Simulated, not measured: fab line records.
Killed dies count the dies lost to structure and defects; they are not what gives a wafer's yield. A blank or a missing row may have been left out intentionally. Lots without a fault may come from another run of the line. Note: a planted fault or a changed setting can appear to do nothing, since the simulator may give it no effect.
Struck lot and sound lot, side by side || flow n5Finfet || 15 steps out of a route of 1938
Sound: wafers L716.3, L716.4, L716.6. Struck: wafer L720.3 (left out: L720.6, a lot-mate that was not struck); the cause follows at the end.
Per side, at each step with rows, come the tool, then ch with its chambers, and then its first start. Under that, the readings that differ: sound wafers || struck wafers || difference of the means || sigmas: that difference in standard deviations of wafers without a fault.
alike: a reading whose means differ by less than 2 such deviations, as well as words and numbers matching on both sides. not compared: withheld readings; readings where some wafer has no value; bounds like >300 that might hide an equal value; numbers whose values overlap and for which the record gives no deviation.
The two part at a step that has a row with sigmas, a row that says differs or no value, or rows on one side only. When numbers do not overlap yet have no deviation, they are printed without sigmas and do not part them. A reading that every wafer of one side lacks parts them only if that side has two wafers or more.

N5_BEOL_M11_HM_DEP_02: deposits TiN, target thk 20 nm.
  struck on pvdSputter-02, day 16 08:11; sound on pvdSputter-01, day 14 23:05
{"reading": "throttleValvePct (%)", "sound": "27.7 29.3 27.6", "struck": 31.8, "difference": "+3.6", "sigmas": "+3"}
then, 8 steps without rows for these wafers: N5_BEOL_M11_COAT_59 (time 60 s, resist thk 100 nm); N5_BEOL_M11_COAT_60 (time 60 s, resist thk 30 nm); N5_BEOL_M11_COAT_05 (resist thk 90 nm); N5_BEOL_M11_EBR_07; N5_BEOL_M11_SOFTBAKE_06 (time 60 s); N5_BEOL_M11_EXPOSE_08 (exposes mask M11); N5_BEOL_M11_PEB_09 (peb time 60 s); N5_BEOL_M11_DEVELOP_10 (develop time 30 s).
N5_BEOL_M11_CD_MEAS_11: target cd 64.1 nm.
  sound on cdSem-03 ch 0, day 14 23:35; struck on cdSem-02 ch 0, day 16 08:40
  alike: cdNm
N5_BEOL_M11_OVL_MEAS_12:
  sound on overlay-02 ch 0, day 14 23:37; struck on overlay-01 ch 0, day 16 08:42
  alike: M11_OVL
N5_BEOL_M11_INSPECT_13: inspects for defects (brightfield).
  struck on defectInspect-02, day 16 08:44; sound on defectInspect-02, day 14 23:38
  alike: rawDefectCount
N5_BEOL_M11_DESCUM_16: chemistry O2, time 7.9 s.
  sound on rieDiel-06 ch 0,1,2, day 14 23:52; struck on rieDiel-06 ch 1, day 16 09:08
{"reading": "model.CAR-ArF_of_BEOL_M11_COAT_05.thkNm (nm)", "sound": "83.2 83.2 83", "struck": 84, "difference": "+1", "sigmas": ""}
  alike: drypumpMotorCurrentA, oesProductAu, rfVppV, showerheadPlenumPTorr, throttleValvePct
  not compared: rfHoursCounterH
N5_BEOL_M11_ETCH_61: etches SiARC in CF4, target depth 39 nm, time 65 s.
  sound on rieDiel-06 ch 0,1,2, day 14 23:55; struck on rieDiel-06 ch 1, day 16 09:11
{"reading": "model.CAR-ArF_of_BEOL_M11_COAT_05.thkNm (nm)", "sound": "55.2 55.4 55.2", "struck": 56.2, "difference": "+0.9", "sigmas": ""}
  alike: drypumpMotorCurrentA, etchRfOnTimeS, oesProductAu, rfVppV, showerheadPlenumPTorr, throttleValvePct
  not compared: rfHoursCounterH
N5_BEOL_M11_ETCH_62: etches SOC in N2/H2, target depth 110 nm, overetch 22 nm, time 165 s.
  sound on rieDiel-06 ch 0,1,2, day 14 23:58; struck on rieDiel-06 ch 1, day 16 09:14
  alike: drypumpMotorCurrentA, h2FlowSccm, oesProductAu, rfVppV, showerheadPlenumPTorr, throttleValvePct
  not compared: rfHoursCounterH

== WHERE THEY PART ==
Only at N5_BEOL_M11_HM_DEP_02, within this record. Later steps at which nothing parts them and some readings are alike: N5_BEOL_M11_CD_MEAS_11, N5_BEOL_M11_OVL_MEAS_12, N5_BEOL_M11_INSPECT_13, N5_BEOL_M11_DESCUM_16, N5_BEOL_M11_ETCH_61, N5_BEOL_M11_ETCH_62.

WHY: whatever the simulator had introduced
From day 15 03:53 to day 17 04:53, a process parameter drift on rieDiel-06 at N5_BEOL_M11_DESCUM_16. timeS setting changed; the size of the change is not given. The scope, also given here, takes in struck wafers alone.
